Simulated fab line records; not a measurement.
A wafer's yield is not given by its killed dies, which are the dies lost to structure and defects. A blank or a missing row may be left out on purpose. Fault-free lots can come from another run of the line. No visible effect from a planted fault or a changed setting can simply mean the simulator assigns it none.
Matching of chambers    flow n5-finfet    N5_FIN_SAQP_SPACER2_ETCHBACK_29 on rie-diel-02 has 4 sister chambers
The step etches SiO2 in CHF3/O2, target depth 12.2 nm, time 6.1 s. 4 wafers are shown with their chamber, then 8 later ones without.

## WAFERS WITH THEIR CHAMBER
wafer   chamber  throttle-valve-pct (%)
L083.5  0        18.85
L087.3  1        18.67
L087.6  3        18.78
L089.2  2        19.30

## WAFERS MISSING THEIR CHAMBER
wafer   throttle-valve-pct (%)
L089.3  18.79
L089.6  18.81
L092.3  19.33
L092.4  18.69
L092.6  19.30
L095.2  18.91
L095.5  18.81
L095.6  18.89

## THE CHAMBER EACH PASSED THROUGH
wafer   from the rows above      in truth
L089.3  can't be placed: 3 or 0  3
L089.6  can't be placed: 3 or 0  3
L092.3  2                        2
L092.4  1                        1
L092.6  2                        2
L095.2  0                        0
L095.5  can't be placed: 3 or 0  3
L095.6  0                        0
Correctly placed: 5 of 8. Can't be placed from these rows: 3 (the true chamber is among the candidates in 3). Placed wrongly: 0.
How it was worked out, from the rows above alone: a wafer's distance from a chamber is the root of the sum, over the readings, of the square of ((its reading less the chamber's mean) divided by the reading's scatter). The wafer belongs to the nearest chamber; if the next one is less than 2 further off, it can't be placed. A chamber's mean is the mean of its shown wafers. The scatter: root of mean squared gap, hidden wafer to nearest shown wafer, with one shown wafer a chamber.
